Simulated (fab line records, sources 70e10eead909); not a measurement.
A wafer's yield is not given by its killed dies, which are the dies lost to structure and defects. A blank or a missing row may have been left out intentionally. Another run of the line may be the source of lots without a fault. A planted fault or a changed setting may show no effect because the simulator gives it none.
fab line records	flow nand-harc
record lots=24	wafers=72	last-day=25
route steps=1159 shown A_STAIRCASE@734 A_SGD_CUT@747 A_SLIT@779
lots that met no fault: taken from a fault-free run of the same line
start-h: hours from the record's opening day to when the first of the lot's shown wafers began	wait-h: hours elapsed since this lot's preceding step	" unchanged from the row above	L1.1+2: several wafers, shown together as one row	- either no value or no given start	* or withheld: withheld	< > ~ a bound
route shown NAME@n: a module of which the file shows steps, and the number in the route of the first	usual: mean/standard deviation of fault-free wafers	same: alike in all rows	chamber/n: place in a boat	sites: the reading at each site	_std_site: standard deviation of those values	_edge_site: outer sites' mean less inner sites'	radius-mm: how far each site lies from the wafer's centre	mask NAME#n: copy n	behind: the last tool/chamber to shape the wafer	hold: the reason the lot was held/the length of the hold in hours/how it ended	device: the n, p or np transistor that did not switch	end of line: the route-end tests of the same wafers	where a step has no rows: the recipe by itself	killed: dies that structure and defects cost at the first sort, which is not the same as the wafer's yield	map: a wafer's dies, marking killed ones x, the rest . and places with no die _
set.NAME: the setting as run; set.NAME@STEP: as run at that earlier step	model.NAME: the simulator's own value behind a step, which no gauge read
one table for each step of the route and one row for each wafer, over a sample of lots
services: when a tool's chamber went out of use (start-h, in hours from the record's first day, below 0 if earlier), for how many hours, and the reason
## steps
# step NHARC_A_STAIRCASE_CMP_152
# usual motor-current-A=12.6/1.4	pad-life-wafers=311/170
lot.wafer	tool	chamber	start-h	wait-h	motor-current-A	pad-life-wafers
L074.1	cmp-02	3	302.29	0.1	10.6	415
L074.4	"	0	"	"	14.1	416
L074.5	"	3	"	"	11.4	-
L077.4	cmp-01	0	317.29	0.1	13.9	198
L077.3	"	2	"	"	13.0	200
L077.6	"	1	"	"	12.6	-
L076.1	cmp-02	3	317.50	0.1	11.6	476
L076.2	"	0	"	"	13.6	477
L076.6	"	1	"	"	14.0	-
L075.4	cmp-02	0	318.89	0.1	13.2	486
L075.2	"	1	"	"	13.6	487
L075.6	"	1	"	"	12.9	-
L078.4	cmp-03	0	319.39	0.1	10.4	361
L078.3	"	1	"	"	11.4	362
L078.5	"	0	"	"	10.8	-
L080.3	cmp-02	3	331.09	0.1	11.6	13
L080.1	"	0	"	"	13.4	14
L080.2	"	1	"	"	13.3	15
L079.2	cmp-01	1	331.36	0.1	12.1	306
L079.3	"	2	"	"	14.0	307
L079.5	"	1	"	"	11.9	-
L081.1	cmp-02	3	346.67	0.1	11.6	114
L081.4	"	2	"	"	12.6	117
L081.6	"	0	"	"	14.0	-
L082.2	cmp-03	3	346.94	0.1	13.2	540
L082.3	"	1	"	"	10.8	542
L082.6	"	0	"	"	10.5	-
L084.4	cmp-01	0	362.27	0.1	14.8	529
L084.1	"	2	"	"	13.5	531
L084.6	"	0	"	"	15.0	-
L083.4	cmp-01	3	364.60	0.1	11.0	547
L083.2	"	0	"	"	15.6	548
L083.5	"	3	"	"	10.9	-
L087.4	cmp-02	0	381.96	0.1	13.3	282
L087.1	"	1	"	"	13.4	283
L087.5	"	0	"	"	13.6	-
L086.2	cmp-01	2	382.11	0.1	13.2	24
L086.4	"	3	"	"	11.1	25
L086.1	"	1	"	"	11.5	27
L088.3	cmp-03	2	390.67	0.1	13.4	199
L088.4	"	0	"	"	10.5	201
L088.5	"	2	"	"	12.3	-
L089.1	cmp-01	2	390.92	0.1	14.1	84
L089.4	"	0	"	"	14.4	86
L089.5	"	2	"	"	13.0	-
L085.1	cmp-01	3	391.07	0.1	10.7	96
L085.3	"	1	"	"	12.3	98
L085.6	"	3	"	"	11.0	-
L092.2	cmp-01	1	402.15	0.1	12.4	175
L092.3	"	3	"	"	11.3	177
L092.6	"	0	"	"	14.6	-
L090.1	cmp-03	0	402.49	0.1	9.7	283
L090.3	"	2	"	"	13.4	285
L090.6	"	3	"	"	13.6	-
L091.2	cmp-03	1	402.63	0.1	10.9	294
L091.4	"	2	"	"	13.6	295
L091.6	"	2	"	"	13.3	-
L093.2	cmp-03	3	414.08	0.1	13.5	384
L093.4	"	0	"	"	10.2	385
L093.3	"	1	"	"	11.1	386
L094.4	cmp-01	1	427.84	0.1	12.8	333
L094.5	"	2	"	"	12.9	-
L094.6	"	3	"	"	10.7	-
L095.2	cmp-01	2	428.08	0.1	12.6	343
L095.6	"	1	"	"	11.5	-
L095.5	"	2	"	"	13.8	-
L097.4	cmp-01	0	440.80	0.1	14.4	409
L097.3	"	1	"	"	12.0	410
L097.6	"	0	"	"	14.5	-
L096.3	cmp-03	3	448.90	0.1	13.4	559
L096.4	"	0	"	"	10.8	560
L096.5	"	2	"	"	12.2	-
# step NHARC_A_STAIRCASE_DEP_471
# recipe target-thk-a=1000	temp-c=400	pressure-torr=6.5	rf-w=900	teos-flow-sccm=161.4	flow-sccm=2650	target-thk-nm=100	gas=O2	material=SiO2
# usual flow-sccm=2651/7.3	heater-power-w=598/130	throttle-valve-pct=16.3/0.49
lot.wafer	tool	chamber	start-h	wait-h	flow-sccm	heater-power-w	throttle-valve-pct
L074.1	pecvd-04	0	303.42	-	2657	474	15.3
L074.5	"	2	"	"	2638	448	16.8
L074.4	"	0	"	"	2644	481	15.2
L077.3	pecvd-02	1	318.53	-	2654	500	15.9
L077.4	"	0	"	"	2649	476	16.3
L077.6	"	2	"	"	2648	739	16.4
L076.2	pecvd-02	0	318.70	-	2653	504	16.2
L076.1	"	1	"	"	2665	519	16.5
L076.6	"	1	"	"	2661	524	16.2
L075.2	pecvd-02	0	320.11	-	2653	547	16.3
L075.6	"	2	"	"	2650	742	16.4
L075.4	"	0	"	"	2655	526	16.5
L078.3	pecvd-04	2	320.55	-	2646	457	16.6
L078.5	"	2	"	"	2654	462	16.5
L078.4	"	0	"	"	2661	481	15.2
L080.1	pecvd-01	1	332.20	-	2638	661	16.6
L080.3	"	2	"	"	2656	339	16.2
L080.2	"	0	"	"	2663	744	16.7
L079.2	pecvd-04	2	332.47	-	2649	479	16.5
L079.3	"	0	"	"	2632	492	15.4
L079.5	"	2	"	"	2647	472	16.6
L081.1	pecvd-02	1	347.78	-	2651	555	15.7
L081.6	"	1	"	"	2649	560	15.9
L081.4	"	2	"	"	2648	743	16.1
L082.2	pecvd-01	2	348.14	-	2659	418	16.0
L082.3	"	0	"	"	2660	775	16.9
L082.6	"	0	"	"	2657	786	16.7
L084.1	pecvd-04	0	363.40	-	2650	493	15.5
L084.6	"	2	"	"	2648	467	16.6
L084.4	"	0	"	"	2653	493	15.3
L083.2	pecvd-04	1	365.68	-	2649	641	17.3
L083.4	"	1	"	"	2663	663	17.0
L083.5	"	2	"	"	2653	472	16.6
L087.1	pecvd-01	0	383.28	-	2656	826	16.5
L087.4	"	1	"	"	2653	617	16.7
L087.5	"	1	"	"	2647	627	17.2
L086.1	pecvd-02	1	383.31	-	2646	488	16.1
L086.2	"	2	"	"	2650	853	16.1
L086.4	"	1	"	"	2652	496	16.1
L088.3	pecvd-04	2	391.80	-	2658	481	16.7
L088.5	"	2	"	"	2655	500	16.4
L088.4	"	1	"	"	2653	693	16.3
L089.1	pecvd-04	2	392.15	-	2649	496	16.6
L089.4	"	2	"	"	2648	498	16.6
L089.5	"	1	"	"	2658	682	16.5
L085.3	pecvd-01	2	392.25	-	2655	313	16.2
L085.1	"	0	"	"	2658	806	16.9
L085.6	"	1	"	"	2664	598	17.0
L092.3	pecvd-02	0	403.28	-	2647	499	16.3
L092.2	"	1	"	"	2667	581	16.1
L092.6	"	1	"	"	2655	621	16.3
L090.3	pecvd-02	2	403.59	-	2648	745	16.1
L090.1	"	0	"	"	2651	589	16.2
L090.6	"	1	"	"	2661	576	16.3
L091.2	pecvd-01	1	403.75	-	2646	674	17.0
L091.4	"	1	"	"	2658	696	16.9
L091.6	"	2	"	"	2652	401	16.1
L093.3	pecvd-02	1	415.19	-	2647	595	16.1
L093.2	"	0	"	"	2652	550	16.0
L093.4	"	1	"	"	2651	631	16.2
L094.5	pecvd-02	1	429.00	-	2652	606	16.0
L094.4	"	2	"	"	2638	881	16.3
L094.6	"	0	"	"	2647	602	16.0
L095.2	pecvd-02	0	429.22	-	2656	534	16.2
L095.6	"	0	"	"	2650	553	16.3
L095.5	"	1	"	"	2636	595	16.2
L097.3	pecvd-01	0	442.00	-	2668	693	16.4
L097.6	"	1	"	"	2657	706	17.1
L097.4	"	2	"	"	2655	433	15.8
L096.3	pecvd-02	1	450.28	-	2644	585	16.4
L096.5	"	1	"	"	2639	600	16.0
L096.4	"	2	"	"	2656	727	16.2
# step NHARC_A_SGD_CUT_DEP_00
# recipe target-thk-a=500	temp-c=400	target-thk-nm=50	flow-sccm=200	rf-w=450	material=SiNx
# usual heater-power-w=738/140
lot.wafer	tool	chamber	start-h	wait-h	heater-power-w
L074.1	pecvd-01	1	304.14	0.1	899
L074.5	"	0	"	"	964
L074.4	"	1	"	"	895
L077.3	pecvd-01	2	319.21	0.1	494
L077.4	"	2	"	"	496
L077.6	"	0	"	"	918
L076.2	pecvd-02	1	319.39	0.1	765
L076.1	"	2	"	"	896
L076.6	"	1	"	"	751
L075.2	pecvd-03	0	320.94	0.2	786
L075.6	"	1	"	"	644
L075.4	"	2	"	"	486
L078.3	pecvd-02	2	321.27	0.1	855
L078.5	"	1	"	"	667
L078.4	"	2	"	"	865
L080.2	pecvd-03	0	332.90	0.1	724
L080.3	"	1	"	"	623
L080.1	"	2	"	"	558
L079.2	pecvd-01	1	333.19	0.1	845
L079.3	"	2	"	"	512
L079.5	"	2	"	"	539
L081.1	pecvd-01	2	348.52	0.1	486
L081.6	"	1	"	"	842
L081.4	"	2	"	"	485
L082.3	pecvd-02	0	348.83	0.1	758
L082.2	"	1	"	"	774
L082.6	"	1	"	"	755
L084.1	pecvd-03	0	364.06	0.1	759
L084.4	"	1	"	"	608
L084.6	"	2	"	"	539
L083.2	pecvd-02	1	366.36	0.1	741
L083.4	"	1	"	"	723
L083.5	"	2	"	"	1024
L086.1	pecvd-02	2	384.25	0.3	927
L086.2	"	0	"	"	626
L086.4	"	2	"	"	949
L087.1	pecvd-03	0	384.38	0.4	777
L087.4	"	2	"	"	607
L087.5	"	0	"	"	793
L088.3	pecvd-03	1	392.56	0.1	670
L088.4	"	2	"	"	518
L088.5	"	0	"	"	818
L089.1	pecvd-02	2	392.89	0.1	951
L089.4	"	0	"	"	635
L089.5	"	1	"	"	675
L085.1	pecvd-01	1	392.92	0.1	808
L085.3	"	2	"	"	549
L085.6	"	1	"	"	816
L092.3	pecvd-01	1	404.01	0.1	823
L092.2	"	2	"	"	540
L092.6	"	1	"	"	818
L090.3	pecvd-02	0	404.30	0.1	723
L090.1	"	1	"	"	698
L090.6	"	0	"	"	722
L091.2	pecvd-02	1	404.48	0.1	752
L091.6	"	0	"	"	616
L091.4	"	1	"	"	781
L093.3	pecvd-01	0	415.87	0.1	930
L093.2	"	1	"	"	751
L093.4	"	2	"	"	551
L094.6	pecvd-03	1	429.68	0.1	634
L094.5	"	2	"	"	574
L094.4	"	0	"	"	733
L095.2	pecvd-03	1	429.87	0.1	639
L095.5	"	1	"	"	652
L095.6	"	0	"	"	799
L097.3	pecvd-02	2	442.62	0.1	953
L097.4	"	0	"	"	716
L097.6	"	1	"	"	631
L096.3	pecvd-01	2	450.97	0.1	559
L096.4	"	0	"	"	824
L096.5	"	1	"	"	806
# step NHARC_A_SGD_CUT_DESCUM_14
# recipe time-s=3	o2-flow-sccm=200	ar-flow-sccm=0	bias-power-w=0	chemistry=O2
# usual drypump-motor-current-A=5.7/0.5	oes-product-au=0.999/0.0068	rf-vpp-V=57.7/0.82	showerhead-plenum-p-Torr=1.90/0.068	throttle-valve-pct=11.311/0.009
lot.wafer	tool	chamber	start-h	wait-h	drypump-motor-current-A	oes-product-au	rf-hours-counter-h	rf-vpp-V	showerhead-plenum-p-Torr	throttle-valve-pct
L074.4	rie-diel-12	1	304.86	0.1	5.4	0.998	7	57.3	1.84	11.299
L074.1	"	0	"	"	5.9	1.001	7	58.1	1.78	11.311
L074.5	"	2	"	"	6.4	0.994	-	57.9	2.01	11.302
L077.3	rie-diel-06	2	320.11	0.1	5.0	1.000	8	58.0	1.91	11.295
L077.4	"	0	"	"	5.8	1.005	6	58.8	1.87	11.308
L077.6	"	3	"	"	6.0	0.999	-	58.7	1.84	11.305
L076.1	rie-diel-12	1	320.27	0.1	5.4	1.008	8	57.1	1.84	11.317
L076.2	"	2	"	"	6.4	0.990	8	56.6	2.00	11.300
L076.6	"	2	"	"	6.4	0.992	-	58.0	2.01	11.287
L075.2	rie-diel-06	1	321.85	0.1	6.0	0.990	8	56.6	1.91	11.315
L075.4	"	3	"	"	6.0	1.008	8	56.5	1.84	11.312
L075.6	"	1	"	"	6.0	1.008	-	57.1	1.91	11.312
L078.3	rie-diel-12	0	322.15	0.1	5.9	1.004	9	58.1	1.78	11.303
L078.4	"	1	"	"	5.4	1.004	8	58.8	1.84	11.313
L078.5	"	0	"	"	5.9	1.004	-	56.8	1.78	11.313
L080.3	rie-diel-06	2	333.82	0.1	5.1	1.005	10	58.1	1.91	11.306
L080.1	"	3	"	"	6.0	1.004	10	57.8	1.84	11.308
L080.2	"	1	"	"	6.1	0.992	10	58.2	1.91	11.324
L079.3	rie-diel-09	0	334.11	0.1	5.1	0.998	6	58.8	2.02	11.313
L079.2	"	1	"	"	5.1	1.003	7	58.9	1.94	11.303
L079.5	"	1	"	"	5.1	1.005	-	57.2	1.94	11.300
L081.1	rie-diel-06	1	349.24	0.1	6.0	1.002	11	58.5	1.91	11.305
L081.4	"	0	"	"	5.8	0.992	9	56.9	1.87	11.307
L081.6	"	1	"	"	6.0	0.986	-	58.2	1.91	11.314
L082.3	rie-diel-09	1	349.71	0.1	5.1	1.012	8	58.8	1.94	11.310
L082.2	"	3	"	"	5.4	0.995	8	57.4	1.93	11.310
L082.6	"	0	"	"	5.1	0.987	-	59.3	2.02	11.327
L084.4	rie-diel-09	1	364.96	0.1	5.1	0.992	10	57.8	1.94	11.320
L084.1	"	0	"	"	5.1	0.994	8	56.8	2.02	11.302
L084.6	"	1	"	"	5.1	0.991	-	56.5	1.94	11.303
L083.4	rie-diel-12	3	367.27	0.1	6.3	1.012	12	58.3	1.96	11.324
L083.2	"	1	"	"	5.4	1.013	11	58.9	1.84	11.309
L083.5	"	3	"	"	6.4	1.010	-	57.3	1.96	11.298
L086.2	rie-diel-06	1	385.13	0.1	6.0	0.994	14	59.0	1.91	11.317
L086.1	"	2	"	"	5.1	0.988	14	55.8	1.91	11.306
L086.4	"	3	"	"	6.0	1.006	14	57.5	1.84	11.304
L087.1	rie-diel-06	3	385.29	0.1	6.0	0.995	14	57.4	1.84	11.319
L087.4	"	1	"	"	6.0	0.993	14	57.8	1.91	11.307
L087.5	"	2	"	"	5.0	1.004	-	57.9	1.91	11.297
L088.3	rie-diel-09	3	393.28	0.1	5.4	0.985	13	57.1	1.92	11.302
L088.4	"	1	"	"	5.1	1.001	13	58.7	1.94	11.305
L088.5	"	3	"	"	5.4	0.987	-	57.2	1.92	11.306
L089.1	rie-diel-06	1	393.76	0.1	6.0	0.992	16	58.1	1.91	11.309
L089.4	"	2	"	"	5.0	1.010	16	58.2	1.91	11.308
L089.5	"	3	"	"	6.0	0.995	-	58.8	1.84	11.313
L085.1	rie-diel-06	2	393.90	0.1	5.1	0.998	16	56.7	1.91	11.321
L085.3	"	0	"	"	5.8	0.995	14	58.7	1.86	11.312
L085.6	"	1	"	"	6.0	1.000	-	57.1	1.91	11.318
L092.2	rie-diel-09	3	404.78	0.1	5.4	0.993	15	57.8	1.92	11.310
L092.3	"	0	"	"	5.1	0.988	14	57.8	2.02	11.307
L092.6	"	3	"	"	5.4	0.998	-	57.6	1.92	11.318
L090.3	rie-diel-06	2	405.06	0.1	5.1	1.001	17	58.7	1.91	11.308
L090.1	"	1	"	"	6.0	1.000	17	57.2	1.91	11.312
L090.6	"	2	"	"	5.1	0.995	-	58.4	1.91	11.306
L091.4	rie-diel-12	0	405.23	0.1	5.9	0.992	1	57.1	1.78	11.315
L091.2	"	1	"	"	5.4	1.000	1	57.1	1.84	11.317
L091.6	"	1	"	"	5.4	0.986	-	56.9	1.84	11.324
L093.2	rie-diel-12	3	416.78	0.1	6.4	1.002	2	58.0	1.96	11.310
L093.3	"	0	"	"	5.9	1.006	2	56.7	1.78	11.296
L093.4	"	1	"	"	5.5	0.996	2	58.0	1.84	11.310
L094.5	rie-diel-06	1	430.44	0.1	6.0	1.011	-	59.5	1.91	11.316
L094.4	"	2	"	"	5.1	1.000	-	59.0	1.91	11.302
L094.6	"	0	"	"	5.7	1.004	-	57.0	1.86	11.319
L095.2	rie-diel-09	2	430.78	0.1	6.4	1.005	16	57.2	1.83	11.300
L095.5	"	1	"	"	5.1	1.000	-	57.5	1.94	11.324
L095.6	"	2	"	"	6.4	0.995	-	57.0	1.83	11.308
L097.3	rie-diel-12	0	443.53	0.1	5.9	1.007	4	57.7	1.78	11.312
L097.4	"	1	"	"	5.4	1.001	4	57.2	1.83	11.298
L097.6	"	1	"	"	5.5	0.999	-	57.3	1.83	11.318
L096.3	rie-diel-12	0	451.98	0.1	5.9	1.007	5	58.0	1.78	11.314
L096.4	"	1	"	"	5.4	0.996	5	57.3	1.83	11.308
L096.5	"	2	"	"	6.4	0.995	-	58.3	2.00	11.310
# step NHARC_A_SLIT_DEP_25
# recipe target-thk-a=2000	temp-c=400	pressure-torr=6.5	rf-w=900	teos-flow-sccm=161.4	flow-sccm=2650	target-thk-nm=200	gas=O2	material=SiO2
# usual flow-sccm=2650/6.1	heater-power-w=538/120	throttle-valve-pct=16.3/0.52
lot.wafer	tool	chamber	start-h	wait-h	flow-sccm	heater-power-w	throttle-valve-pct
L074.1	pecvd-03	1	312.33	0.1	2659	490	15.7
L074.4	"	1	"	"	2656	490	15.5
L074.5	"	0	"	"	2654	636	16.5
L077.3	pecvd-04	0	326.35	0.1	2649	454	15.2
L077.4	"	0	"	"	2654	463	15.1
L077.6	"	2	"	"	2656	477	16.7
L076.1	pecvd-03	2	326.39	0.1	2649	429	16.2
L076.2	"	0	"	"	2641	639	16.4
L076.6	"	1	"	"	2655	459	15.7
L075.2	pecvd-04	0	326.62	0.2	2655	534	15.5
L075.6	"	2	"	"	2648	431	16.7
L075.4	"	1	"	"	2657	557	17.2
L078.3	pecvd-01	0	326.68	0.2	2641	703	17.0
L078.5	"	1	"	"	2651	683	16.8
L078.4	"	0	"	"	2654	733	16.4
L079.3	pecvd-03	1	340.06	0.1	2649	453	15.4
L079.2	"	2	"	"	2655	402	16.0
L079.5	"	2	"	"	2652	423	16.1
L080.2	pecvd-01	1	340.26	0.3	2659	674	16.7
L080.3	"	2	"	"	2642	343	15.9
L080.1	"	0	"	"	2638	628	16.7
L081.1	pecvd-04	1	355.74	0.1	2643	616	16.9
L081.6	"	1	"	"	2641	643	17.3
L081.4	"	2	"	"	2650	392	16.5
L082.2	pecvd-03	2	355.88	0.1	2644	429	15.9
L082.3	"	0	"	"	2659	622	16.6
L082.6	"	0	"	"	2644	623	16.7
L084.1	pecvd-04	0	371.22	0.1	2645	509	15.5
L084.4	"	0	"	"	2648	514	15.4
L084.6	"	1	"	"	2658	712	17.1
L083.2	pecvd-01	1	371.24	0.1	2659	742	16.7
L083.4	"	1	"	"	2657	546	16.6
L083.5	"	1	"	"	2650	575	16.9
L086.1	pecvd-03	1	391.82	0.1	2650	522	15.7
L086.2	"	0	"	"	2655	595	16.5
L086.4	"	1	"	"	2641	384	16.0
L087.1	pecvd-01	1	391.85	0.1	2646	662	17.0
L087.5	"	2	"	"	2640	413	15.8
L087.4	"	0	"	"	2654	667	16.7
L089.1	pecvd-01	1	402.45	0.1	2657	632	16.5
L089.4	"	2	"	"	2645	396	16.1
L089.5	"	2	"	"	2649	395	16.1
L085.1	pecvd-03	1	402.49	0.1	2656	401	16.0
L085.3	"	0	"	"	2655	637	16.4
L085.6	"	1	"	"	2649	429	16.1
L088.3	pecvd-03	1	402.79	0.3	2656	465	15.9
L088.4	"	2	"	"	2647	408	16.3
L088.5	"	0	"	"	2657	635	16.5
L091.2	pecvd-03	2	411.25	0.1	2646	416	16.0
L091.6	"	0	"	"	2653	520	16.6
L091.4	"	1	"	"	2651	462	15.8
L090.3	pecvd-04	0	411.30	0.1	2648	413	15.0
L090.1	"	1	"	"	2648	702	16.5
L090.6	"	1	"	"	2659	724	16.3
L092.2	pecvd-01	2	411.33	0.1	2649	366	15.9
L092.3	"	0	"	"	2655	689	16.5
L092.6	"	2	"	"	2659	380	15.9
L093.3	pecvd-04	1	424.10	0.3	2641	733	16.4
L093.2	"	2	"	"	2658	468	16.7
L093.4	"	1	"	"	2651	737	16.6
L095.2	pecvd-03	0	437.37	0.4	2652	656	16.6
L095.5	"	2	"	"	2657	408	16.4
L095.6	"	1	"	"	2651	493	16.2
L094.4	pecvd-03	1	437.68	0.7	2649	487	15.9
L094.5	"	2	"	"	2654	431	16.2
L094.6	"	0	"	"	2656	633	16.6
L097.3	pecvd-01	2	450.03	0.1	2649	434	15.8
L097.4	"	1	"	"	2652	678	16.6
L097.6	"	0	"	"	2651	813	16.4
L096.3	pecvd-03	2	458.19	0.1	2651	410	16.3
L096.4	"	0	"	"	2633	562	16.8
L096.5	"	1	"	"	2642	441	16.1
# step NHARC_A_SLIT_OVL_MEAS_10
# usual overlay-x-nm=0.2/1.2	overlay-y-nm=0.2/1
lot.wafer	tool	chamber	start-h	wait-h	overlay-x-nm	overlay-y-nm
L074.1	overlay-02	-	316.06	-	1.1	-0.5
L074.4	"	-	"	"	1.7	-0.3
L074.5	"	-	"	"	0.9	-0.7
L077.3	overlay-01	-	329.42	-	0.1	-1.7
L077.4	"	-	"	"	-0.2	-1.5
L077.6	"	-	"	"	0.5	-1.8
L076.1	overlay-02	-	329.45	-	2.9	0.0
L076.2	"	-	"	"	3.1	-0.7
L076.6	"	-	"	"	2.9	-0.1
L075.2	overlay-01	-	331.11	-	-0.1	1.7
L075.4	"	-	"	"	0.4	1.7
L075.6	"	-	"	"	0.4	2.1
L078.3	overlay-02	-	331.36	-	0.7	0.5
L078.4	"	-	"	"	1.3	0.9
L078.5	"	-	"	"	0.5	0.4
L079.2	overlay-02	-	343.66	-	-0.1	0.7
L079.3	"	-	"	"	0.0	-0.2
L079.5	"	-	"	"	0.2	0.2
L080.1	overlay-01	-	344.23	-	-0.9	-0.6
L080.2	"	-	"	"	-1.3	-0.1
L080.3	"	-	"	"	-1.2	-0.1
L081.1	overlay-02	-	361.32	-	1.4	-0.6
L081.4	"	-	"	"	0.4	-1.1
L081.6	"	-	"	"	0.8	-0.7
L082.2	overlay-01	-	361.55	-	1.5	-0.9
L082.3	"	-	"	"	1.6	-0.3
L082.6	"	-	"	"	1.4	-0.8
L084.1	overlay-02	-	374.78	-	0.4	-1.1
L084.4	"	-	"	"	0.0	-0.8
L084.6	"	-	"	"	-0.1	-0.7
L083.2	overlay-02	-	375.04	-	1.9	2.0
L083.4	"	-	"	"	2.1	2.2
L083.5	"	-	"	"	1.6	1.9
L086.1	overlay-01	-	394.90	-	-0.5	-0.1
L086.2	"	-	"	"	-1.3	0.0
L086.4	"	-	"	"	-1.5	-0.3
L087.1	overlay-01	-	395.08	-	-0.4	0.6
L087.4	"	-	"	"	-0.3	0.4
L087.5	"	-	"	"	-0.6	0.6
L085.1	overlay-02	-	407.65	-	-0.7	1.3
L085.3	"	-	"	"	-0.6	1.6
L085.6	"	-	"	"	-1.0	1.5
L089.1	overlay-01	-	407.87	-	-0.7	1.3
L089.4	"	-	"	"	-0.5	1.5
L089.5	"	-	"	"	-1.1	1.3
L088.3	overlay-01	-	409.49	-	-1.3	-2.0
L088.4	"	-	"	"	-1.3	-1.0
L088.5	"	-	"	"	-1.2	-1.5
L091.2	overlay-01	-	416.22	-	1.9	1.1
L091.4	"	-	"	"	1.6	1.1
L091.6	"	-	"	"	1.6	-0.1
L090.1	overlay-01	-	417.17	-	0.0	0.2
L090.3	"	-	"	"	-0.7	-0.3
L090.6	"	-	"	"	-0.6	-0.1
L092.2	overlay-01	-	418.34	-	-0.2	1.3
L092.3	"	-	"	"	0.8	1.0
L092.6	"	-	"	"	0.2	0.9
L093.2	overlay-01	-	428.28	-	1.2	-0.5
L093.3	"	-	"	"	1.1	-0.7
L093.4	"	-	"	"	1.4	-0.7
L095.2	overlay-01	-	440.44	-	0.5	0.3
L095.5	"	-	"	"	0.1	-0.3
L095.6	"	-	"	"	0.2	0.1
L094.4	overlay-02	-	440.69	-	-1.6	0.5
L094.5	"	-	"	"	-2.2	0.3
L094.6	"	-	"	"	-1.8	1.0
L097.3	overlay-02	-	454.42	-	-0.3	0.5
L097.4	"	-	"	"	-0.2	0.9
L097.6	"	-	"	"	0.1	0.6
L096.3	overlay-01	-	464.57	-	-0.8	-0.6
L096.4	"	-	"	"	-1.3	0.3
L096.5	"	-	"	"	-1.3	0.3
## services
tool	chamber	start-h	hours	kind
rie-diel-06	0	280.77	6.9	repair
rie-diel-09	2	284.76	7.0	repair
cmp-02	-	291.80	4.7	repair
pecvd-03	-	292.12	13.0	pm
cmp-01	-	300.60	1.1	repair
cmp-02	-	303.77	1.2	repair
cmp-02	-	312.44	1.9	repair
pecvd-02	-	334.28	13.0	pm
cmp-01	-	344.03	1.0	repair
pecvd-04	0	348.76	6.6	repair
cmp-03	-	352.21	4.0	pm
cmp-03	-	360.78	1.2	repair
pecvd-01	2	363.79	20.8	repair
cmp-01	-	375.50	4.0	pm
pecvd-04	-	376.10	13.0	pm
rie-diel-12	-	379.40	9.0	pm
rie-diel-12	-	389.06	1.5	repair
pecvd-01	-	398.89	0.3	repair
rie-diel-06	-	418.20	9.0	pm
pecvd-01	-	418.85	13.0	pm
pecvd-04	-	421.00	1.4	repair
pecvd-03	-	442.50	0.2	repair
pecvd-04	-	448.93	0.4	repair
cmp-03	-	450.22	4.0	pm
## key
fault none
